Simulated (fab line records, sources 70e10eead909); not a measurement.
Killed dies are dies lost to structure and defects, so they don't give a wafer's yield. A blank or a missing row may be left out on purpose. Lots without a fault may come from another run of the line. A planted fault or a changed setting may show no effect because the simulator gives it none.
A sampling plan put to the test | flow nand_harc | one fab line, 43 faults that these records tell of, each judged on the records of the lots that it struck; 1 more is left out, because the records don't allow judging it
The plan is the line's own looks: the steps of the route at which a gauge or an inspection reads the wafer and doesn't change it. A look can be judged if struck wafers have a number there and the file gives its usual mean and standard deviation on fault-free wafers. Caught: at a look after the fault's first step, the mean of the struck wafers lies 4 or more of those standard deviations (sigma) from the usual mean. On the tool: the same test on the tool's own readings at the fault's steps. Another recipe on the struck wafers, or a record that is blank for them alone, also counts as caught.

THE FAULTS, as the simulator had put them in
1. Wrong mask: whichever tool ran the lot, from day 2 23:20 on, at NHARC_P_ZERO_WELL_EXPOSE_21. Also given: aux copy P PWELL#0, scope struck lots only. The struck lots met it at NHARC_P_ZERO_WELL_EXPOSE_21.
2. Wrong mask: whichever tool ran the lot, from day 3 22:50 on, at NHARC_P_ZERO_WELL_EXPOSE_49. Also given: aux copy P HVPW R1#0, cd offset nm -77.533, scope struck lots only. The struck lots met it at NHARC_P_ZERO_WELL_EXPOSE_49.
3. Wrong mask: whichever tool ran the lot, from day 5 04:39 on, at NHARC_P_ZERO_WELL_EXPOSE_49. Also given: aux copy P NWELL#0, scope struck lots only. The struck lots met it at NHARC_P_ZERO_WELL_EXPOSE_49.
4. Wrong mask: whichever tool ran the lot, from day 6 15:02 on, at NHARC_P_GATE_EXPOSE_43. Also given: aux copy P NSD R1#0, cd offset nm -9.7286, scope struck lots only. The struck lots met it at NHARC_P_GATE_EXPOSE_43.
5. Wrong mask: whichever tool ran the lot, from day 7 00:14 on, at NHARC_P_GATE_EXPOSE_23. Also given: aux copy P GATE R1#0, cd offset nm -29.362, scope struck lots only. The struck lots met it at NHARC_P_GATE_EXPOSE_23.
6. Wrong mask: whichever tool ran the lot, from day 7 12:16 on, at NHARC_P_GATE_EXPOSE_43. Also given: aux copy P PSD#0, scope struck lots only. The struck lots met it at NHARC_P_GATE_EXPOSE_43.
7. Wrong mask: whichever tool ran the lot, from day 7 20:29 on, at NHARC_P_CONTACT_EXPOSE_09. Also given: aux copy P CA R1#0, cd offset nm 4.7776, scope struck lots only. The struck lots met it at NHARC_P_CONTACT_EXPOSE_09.
8. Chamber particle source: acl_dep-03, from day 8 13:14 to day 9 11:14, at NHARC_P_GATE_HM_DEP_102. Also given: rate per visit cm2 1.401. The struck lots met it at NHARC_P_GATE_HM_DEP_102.
9. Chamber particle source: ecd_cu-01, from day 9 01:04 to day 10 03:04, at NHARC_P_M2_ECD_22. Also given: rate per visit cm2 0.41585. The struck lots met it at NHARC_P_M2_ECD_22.
10. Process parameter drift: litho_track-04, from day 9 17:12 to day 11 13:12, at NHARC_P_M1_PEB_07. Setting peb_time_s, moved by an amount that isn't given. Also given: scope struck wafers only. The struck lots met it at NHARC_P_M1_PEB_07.
11. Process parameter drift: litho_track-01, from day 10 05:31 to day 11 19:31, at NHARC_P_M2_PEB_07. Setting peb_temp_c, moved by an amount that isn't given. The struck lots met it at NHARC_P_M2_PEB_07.
12. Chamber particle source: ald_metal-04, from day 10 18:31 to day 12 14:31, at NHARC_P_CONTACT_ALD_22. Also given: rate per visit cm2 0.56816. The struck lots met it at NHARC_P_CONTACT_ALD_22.
13. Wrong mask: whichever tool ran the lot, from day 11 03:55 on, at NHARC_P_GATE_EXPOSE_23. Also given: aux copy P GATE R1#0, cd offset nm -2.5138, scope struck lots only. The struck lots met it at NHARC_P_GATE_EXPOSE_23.
14. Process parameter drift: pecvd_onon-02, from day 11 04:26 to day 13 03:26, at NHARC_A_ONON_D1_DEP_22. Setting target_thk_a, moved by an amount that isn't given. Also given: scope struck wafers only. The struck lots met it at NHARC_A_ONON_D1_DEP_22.
15. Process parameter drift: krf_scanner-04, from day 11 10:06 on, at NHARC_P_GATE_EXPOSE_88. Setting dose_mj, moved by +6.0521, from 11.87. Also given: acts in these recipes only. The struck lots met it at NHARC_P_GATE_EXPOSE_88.
16. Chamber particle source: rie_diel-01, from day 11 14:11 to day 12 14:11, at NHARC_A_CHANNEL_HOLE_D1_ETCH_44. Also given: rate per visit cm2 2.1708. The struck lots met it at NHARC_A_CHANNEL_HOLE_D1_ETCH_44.
17. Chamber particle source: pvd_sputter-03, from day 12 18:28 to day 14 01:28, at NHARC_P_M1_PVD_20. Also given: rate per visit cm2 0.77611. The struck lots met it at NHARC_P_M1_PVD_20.
18. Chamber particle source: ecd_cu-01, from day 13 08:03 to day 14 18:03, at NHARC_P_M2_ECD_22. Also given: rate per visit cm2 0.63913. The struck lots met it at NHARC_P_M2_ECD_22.
19. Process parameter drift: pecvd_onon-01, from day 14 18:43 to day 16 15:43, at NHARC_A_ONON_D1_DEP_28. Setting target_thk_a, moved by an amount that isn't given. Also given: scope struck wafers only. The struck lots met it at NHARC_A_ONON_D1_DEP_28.
20. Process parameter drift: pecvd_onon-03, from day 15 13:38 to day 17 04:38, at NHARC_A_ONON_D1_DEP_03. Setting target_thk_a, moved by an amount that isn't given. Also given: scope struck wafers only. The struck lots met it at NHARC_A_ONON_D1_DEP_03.
21. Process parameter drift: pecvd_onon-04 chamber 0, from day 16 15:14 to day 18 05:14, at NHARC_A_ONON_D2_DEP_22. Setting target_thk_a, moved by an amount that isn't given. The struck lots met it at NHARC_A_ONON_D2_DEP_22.
22. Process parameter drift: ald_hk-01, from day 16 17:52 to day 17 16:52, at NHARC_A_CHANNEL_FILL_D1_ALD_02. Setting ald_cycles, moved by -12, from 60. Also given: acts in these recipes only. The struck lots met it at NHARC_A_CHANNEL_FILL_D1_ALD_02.
23. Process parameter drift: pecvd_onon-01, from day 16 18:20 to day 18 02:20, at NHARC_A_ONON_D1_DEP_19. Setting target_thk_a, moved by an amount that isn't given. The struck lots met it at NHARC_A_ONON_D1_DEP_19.
24. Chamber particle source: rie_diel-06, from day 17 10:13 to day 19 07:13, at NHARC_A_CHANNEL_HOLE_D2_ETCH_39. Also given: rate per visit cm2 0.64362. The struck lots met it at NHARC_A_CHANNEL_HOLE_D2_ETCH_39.
25. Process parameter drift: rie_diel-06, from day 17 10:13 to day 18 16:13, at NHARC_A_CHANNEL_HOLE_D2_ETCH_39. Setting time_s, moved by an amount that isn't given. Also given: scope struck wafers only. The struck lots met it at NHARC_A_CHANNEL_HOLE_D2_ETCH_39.
26. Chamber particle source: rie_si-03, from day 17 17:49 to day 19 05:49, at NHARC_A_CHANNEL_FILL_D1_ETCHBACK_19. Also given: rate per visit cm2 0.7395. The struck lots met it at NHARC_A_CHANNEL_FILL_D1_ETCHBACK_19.
27. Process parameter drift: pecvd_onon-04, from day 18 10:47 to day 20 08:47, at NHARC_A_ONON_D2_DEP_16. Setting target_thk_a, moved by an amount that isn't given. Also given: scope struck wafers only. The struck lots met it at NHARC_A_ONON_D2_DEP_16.
28. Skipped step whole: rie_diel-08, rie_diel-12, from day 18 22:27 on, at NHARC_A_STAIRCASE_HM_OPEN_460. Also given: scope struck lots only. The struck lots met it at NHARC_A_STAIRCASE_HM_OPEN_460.
29. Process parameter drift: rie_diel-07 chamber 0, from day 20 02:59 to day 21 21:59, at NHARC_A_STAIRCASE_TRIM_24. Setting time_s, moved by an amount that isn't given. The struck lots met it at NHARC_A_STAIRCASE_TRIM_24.
30. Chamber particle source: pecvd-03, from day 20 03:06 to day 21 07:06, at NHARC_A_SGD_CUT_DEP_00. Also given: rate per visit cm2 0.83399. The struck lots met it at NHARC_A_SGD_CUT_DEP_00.
31. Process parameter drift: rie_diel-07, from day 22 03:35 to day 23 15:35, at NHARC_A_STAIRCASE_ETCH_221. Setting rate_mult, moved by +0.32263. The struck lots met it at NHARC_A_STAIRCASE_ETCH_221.
32. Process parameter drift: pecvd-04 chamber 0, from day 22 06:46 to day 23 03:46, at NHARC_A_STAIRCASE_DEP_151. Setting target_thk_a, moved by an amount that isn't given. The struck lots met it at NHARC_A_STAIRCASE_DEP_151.
33. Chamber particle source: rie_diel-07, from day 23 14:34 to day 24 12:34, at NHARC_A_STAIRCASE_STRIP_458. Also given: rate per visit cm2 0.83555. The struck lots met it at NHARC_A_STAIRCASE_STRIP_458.
34. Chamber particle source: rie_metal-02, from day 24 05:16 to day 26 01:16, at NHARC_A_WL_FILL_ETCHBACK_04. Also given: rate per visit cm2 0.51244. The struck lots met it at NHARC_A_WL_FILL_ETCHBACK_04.
35. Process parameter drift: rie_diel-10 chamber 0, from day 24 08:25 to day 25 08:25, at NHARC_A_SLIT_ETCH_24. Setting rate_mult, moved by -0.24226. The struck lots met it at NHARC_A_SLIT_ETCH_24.
36. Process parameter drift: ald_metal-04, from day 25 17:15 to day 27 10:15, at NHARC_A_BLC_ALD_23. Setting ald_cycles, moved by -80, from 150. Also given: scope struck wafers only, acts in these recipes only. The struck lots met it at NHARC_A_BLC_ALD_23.
37. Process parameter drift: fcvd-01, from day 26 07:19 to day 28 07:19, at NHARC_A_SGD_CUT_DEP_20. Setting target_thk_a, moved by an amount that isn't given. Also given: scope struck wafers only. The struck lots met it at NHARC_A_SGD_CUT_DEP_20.
38. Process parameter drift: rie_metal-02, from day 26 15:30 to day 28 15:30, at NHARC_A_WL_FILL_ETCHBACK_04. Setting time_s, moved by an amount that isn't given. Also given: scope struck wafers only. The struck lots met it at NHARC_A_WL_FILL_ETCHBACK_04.
39. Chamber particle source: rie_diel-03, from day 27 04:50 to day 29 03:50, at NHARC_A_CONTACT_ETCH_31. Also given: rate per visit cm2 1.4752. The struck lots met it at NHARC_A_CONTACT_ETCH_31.
40. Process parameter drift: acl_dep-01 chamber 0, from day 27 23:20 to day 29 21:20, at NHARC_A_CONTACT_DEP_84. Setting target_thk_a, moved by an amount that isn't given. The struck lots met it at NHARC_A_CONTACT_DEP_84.
41. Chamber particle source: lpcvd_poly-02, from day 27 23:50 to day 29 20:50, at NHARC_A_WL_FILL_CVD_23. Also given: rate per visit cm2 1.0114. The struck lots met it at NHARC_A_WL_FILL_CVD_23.
42. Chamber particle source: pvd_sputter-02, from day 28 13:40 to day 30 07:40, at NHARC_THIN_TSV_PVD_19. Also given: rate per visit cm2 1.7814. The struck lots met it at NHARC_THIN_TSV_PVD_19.
43. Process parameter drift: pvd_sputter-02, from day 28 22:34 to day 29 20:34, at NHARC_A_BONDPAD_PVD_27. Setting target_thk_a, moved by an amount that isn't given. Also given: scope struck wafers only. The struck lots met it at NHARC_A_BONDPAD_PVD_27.

WHAT THE PLAN SAW
fault | on the tool itself                               | first look that catches it                      | reading, sigma                                    | median hours from its first step to that look | hours from the fault's start to the first struck lot there | judged looks passed uncaught
1     | under 2 sigma                                    | NHARC_END_SORT_01                               | killed_at_periphery +99 or beyond                 | 543.8                                         | 547                                                        | 0
2     | no reading that can be judged                    | NHARC_P_ZERO_WELL_CD_MEAS_52                    | cd_nm -31                                         | 0.1                                           | 5                                                          | 0
3     | under 2 sigma                                    | NHARC_END_SORT_01                               | killed_at_periphery +99 or beyond                 | 537.5                                         | 540                                                        | 0
4     | no reading that can be judged                    | NHARC_P_GATE_CD_MEAS_46                         | cd_nm -4.1                                        | 0.2                                           | 10                                                         | 0
5     | under 2 sigma                                    | NHARC_P_GATE_CD_MEAS_26                         | cd_nm -38                                         | 0.1                                           | 6                                                          | 0
6     | under 2 sigma                                    | NHARC_END_SORT_01                               | killed_at_periphery +99 or beyond                 | 448.8                                         | 453                                                        | 0
7     | under 2 sigma                                    | NHARC_P_CONTACT_CD_MEAS_12                      | cd_nm +6.7                                        | 0.1                                           | 6                                                          | 0
8     | under 2 sigma                                    | NHARC_P_GATE_INSPECT_28                         | raw_defect_count +99 or beyond                    | 1.4                                           | 18                                                         | 0
9     | no reading that can be judged                    | NHARC_END_SORT_01                               | killed_at_periphery +63                           | 436.5                                         | 448                                                        | 0
10    | no reading that can be judged                    | NHARC_P_M1_CD_MEAS_09                           | cd_nm +5.5                                        | 0.1                                           | 23                                                         | 0
11    | plate_temp_C -4.6 sigma                          | none of the 4 looks that can be judged after it | strongest: cd_nm at NHARC_P_M2_CD_MEAS_09, -2.4   | -                                             | -                                                          | 4
12    | under 2 sigma                                    | NHARC_END_SORT_01                               | killed_at_periphery +14                           | 453.7                                         | 472                                                        | 1
13    | no reading that can be judged                    | NHARC_P_GATE_CD_MEAS_26                         | cd_nm -4.0                                        | 0.1                                           | 0                                                          | 0
14    | no reading that can be judged                    | NHARC_A_ONON_D1_THK_MEAS_24                     | thk_nm +25                                        | 0.5                                           | 35                                                         | 0
15    | exposure_dose_mJ_cm2 +99 or beyond sigma         | NHARC_P_GATE_CD_MEAS_91                         | cd_nm +31                                         | 0.2                                           | 10                                                         | 0
16    | under 2 sigma                                    | NHARC_A_CHANNEL_HOLE_D1_INSPECT_40              | raw_defect_count +63                              | 1.0                                           | 11                                                         | 0
17    | under 2 sigma                                    | NHARC_END_SORT_01                               | killed_at_periphery +24                           | 434.4                                         | 440                                                        | 0
18    | under 2 sigma                                    | NHARC_END_SORT_01                               | killed_at_periphery +91                           | 432.6                                         | 443                                                        | 1
19    | under 2 sigma                                    | NHARC_A_ONON_D1_THK_MEAS_30                     | thk_nm -33                                        | 0.4                                           | 7                                                          | 0
20    | under 2 sigma                                    | NHARC_A_ONON_D1_THK_MEAS_05                     | thk_nm +49                                        | 0.4                                           | 24                                                         | 0
21    | under 2 sigma                                    | NHARC_A_ONON_D2_THK_MEAS_24                     | thk_nm -33                                        | 0.4                                           | 8                                                          | 0
22    | under 2 sigma                                    | not the one look that can be judged after it    | strongest: VT_DECK1_TOP at NHARC_END_WLT_00, -3.8 | -                                             | -                                                          | 1
23    | no reading that can be judged                    | NHARC_A_ONON_D1_THK_MEAS_21                     | thk_nm +63                                        | 0.4                                           | 8                                                          | 0
24    | under 2 sigma                                    | NHARC_A_CHANNEL_HOLE_D2_INSPECT_40              | raw_defect_count +5.1                             | 6.8                                           | 11                                                         | 0
25    | run_length_s -99 or beyond sigma                 | NHARC_END_SORT_01                               | killed_dies +38                                   | 293.0                                         | 291                                                        | 0
26    | under 2 sigma                                    | NHARC_END_SORT_01                               | killed_dies +5.6                                  | 345.6                                         | 362                                                        | 0
27    | no reading that can be judged                    | NHARC_A_ONON_D2_THK_MEAS_18                     | thk_nm +53                                        | 0.5                                           | 14                                                         | 0
28    | the tool's record is blank for the struck wafers | NHARC_END_SORT_01                               | killed_dies +38                                   | 181.6                                         | 174                                                        | 0
29    | run_length_s -98 sigma                           | NHARC_END_SORT_01                               | killed_dies +25                                   | 218.7                                         | 225                                                        | 0
30    | under 2 sigma                                    | NHARC_A_SGD_CUT_INSPECT_11                      | raw_defect_count +22                              | 0.8                                           | 7                                                          | 0
31    | oes_product_au +9.0 sigma                        | NHARC_END_SORT_01                               | killed_dies +38                                   | 200.1                                         | 207                                                        | 0
32    | under 2 sigma                                    | NHARC_END_SORT_01                               | killed_dies +38                                   | 186.4                                         | 198                                                        | 0
33    | no reading that can be judged                    | NHARC_END_SORT_01                               | killed_dies +4.2                                  | 190.9                                         | 195                                                        | 0
34    | under 2 sigma                                    | none of the 2 looks that can be judged after it | strongest: killed_dies at NHARC_END_SORT_01, +3.0 | -                                             | -                                                          | 2
35    | oes_product_au -6.5 sigma                        | NHARC_END_SORT_01                               | killed_dies +37                                   | 117.9                                         | 124                                                        | 0
36    | under 2 sigma                                    | NHARC_END_SORT_01                               | killed_dies +38                                   | 45.4                                          | 71                                                         | 1
37    | no reading that can be judged                    | NHARC_A_SGD_CUT_THK_MEAS_22                     | thk_nm -5.8                                       | 4.0                                           | 46                                                         | 0
38    | run_length_s -99 or beyond sigma                 | NHARC_END_SORT_01                               | killed_dies +38                                   | 98.7                                          | 110                                                        | 0
39    | under 2 sigma                                    | NHARC_END_SORT_01                               | killed_dies +5.0                                  | 56.2                                          | 55                                                         | 0
40    | under 2 sigma                                    | NHARC_END_SORT_01                               | killed_dies +14                                   | 56.0                                          | 59                                                         | 1
41    | under 2 sigma                                    | NHARC_END_SORT_01                               | killed_dies +6.0                                  | 84.9                                          | 90                                                         | 0
42    | under 2 sigma                                    | NHARC_END_SORT_01                               | killed_at_other +54                               | 23.8                                          | 53                                                         | 2
43    | under 2 sigma                                    | NHARC_END_SORT_01                               | killed_dies +38                                   | 34.8                                          | 39                                                         | 0
A dash: the fault isn't caught, or these records don't give the number.

Caught at a look: 40 of 43. Caught on the tool: 8 of 43. By one or the other: 41 of 43.
Caught on the tool alone: fault 11.
Caught at a look alone: faults 1, 2, 3, 4, 5, 6, 7, 8, 9, 10, 12, 13, 14, 16, 17, 18, 19, 20, 21, 23, 24, 26, 27, 30, 32, 33, 36, 37, 39, 40, 41, 42, 43.
Caught by neither: faults 22, 34.

THINNER SAMPLING
If the look that catches a fault measured only every second or every third lot, by lot number, the first struck lot would be measured this late in the worst case:
fault | struck lots at that look, in order of time | every lot | every second lot | every third lot
1     | L174                                       | 547 h     | may miss it      | may miss it
2     | L765                                       | 5 h       | may miss it      | may miss it
3     | L381                                       | 540 h     | may miss it      | may miss it
4     | L510                                       | 10 h      | may miss it      | may miss it
5     | L762                                       | 6 h       | may miss it      | may miss it
6     | L594                                       | 453 h     | may miss it      | may miss it
7     | L983                                       | 6 h       | may miss it      | may miss it
8     | L712, L713                                 | 18 h      | 23 h             | may miss all 2
9     | L254, L253                                 | 448 h     | 450 h            | may miss all 2
10    | L693, L695                                 | 23 h      | may miss all 2   | may miss all 2
12    | L271, L269                                 | 472 h     | may miss all 2   | may miss all 2
13    | L585                                       | 0 h       | may miss it      | may miss it
14    | L534                                       | 35 h      | may miss it      | may miss it
15    | L824, L828, L833                           | 10 h      | 96 h             | may miss all 3
16    | L837, L838                                 | 11 h      | 18 h             | may miss all 2
17    | L394, L395, L396                           | 440 h     | 455 h            | 457 h
18    | L322, L323                                 | 443 h     | 470 h            | may miss all 2
19    | L925, L926                                 | 7 h       | 25 h             | may miss all 2
20    | L466, L467                                 | 24 h      | 32 h             | may miss all 2
21    | L793, L794                                 | 8 h       | 18 h             | may miss all 2
23    | L647, L648                                 | 8 h       | 15 h             | may miss all 2
24    | L687, L688                                 | 11 h      | 24 h             | may miss all 2
25    | L170, L171                                 | 291 h     | 313 h            | may miss all 2
26    | L496, L498                                 | 362 h     | may miss all 2   | may miss all 2
27    | L593, L595, L596                           | 14 h      | 44 h             | may miss all 3
28    | L429, L431, L430                           | 174 h     | 212 h            | 212 h
29    | L602                                       | 225 h     | may miss it      | may miss it
30    | L839, L841                                 | 7 h       | may miss all 2   | may miss all 2
31    | L931, L932, L933                           | 207 h     | 215 h            | 230 h
32    | L435                                       | 198 h     | may miss it      | may miss it
33    | L193, L194, L195                           | 195 h     | 197 h            | 223 h
35    | L368, L366                                 | 124 h     | may miss all 2   | may miss all 2
36    | L396, L397                                 | 71 h      | 82 h             | may miss all 2
37    | L136                                       | 46 h      | may miss it      | may miss it
38    | L810, L812, L814                           | 110 h     | may miss all 3   | 149 h
39    | L690, L691                                 | 55 h      | 78 h             | may miss all 2
40    | L638, L640                                 | 59 h      | may miss all 2   | may miss all 2
41    | L896, L897                                 | 90 h      | 91 h             | may miss all 2
42    | L559, L561                                 | 53 h      | may miss all 2   | may miss all 2
43    | L871, L872, L873                           | 39 h      | 45 h             | 54 h
Hours are from the fault's start to the first struck lot that is measured. The limit of 4 sigma was tested on all struck wafers together, so one lot alone may lie under it. Other struck lots may not be in these records.

THE LONGEST TIMED WAY FROM STEP TO LOOK
Fault 1: a median of 543.8 hours passes between NHARC_P_ZERO_WELL_EXPOSE_21 and NHARC_END_SORT_01. No look between them can be judged.
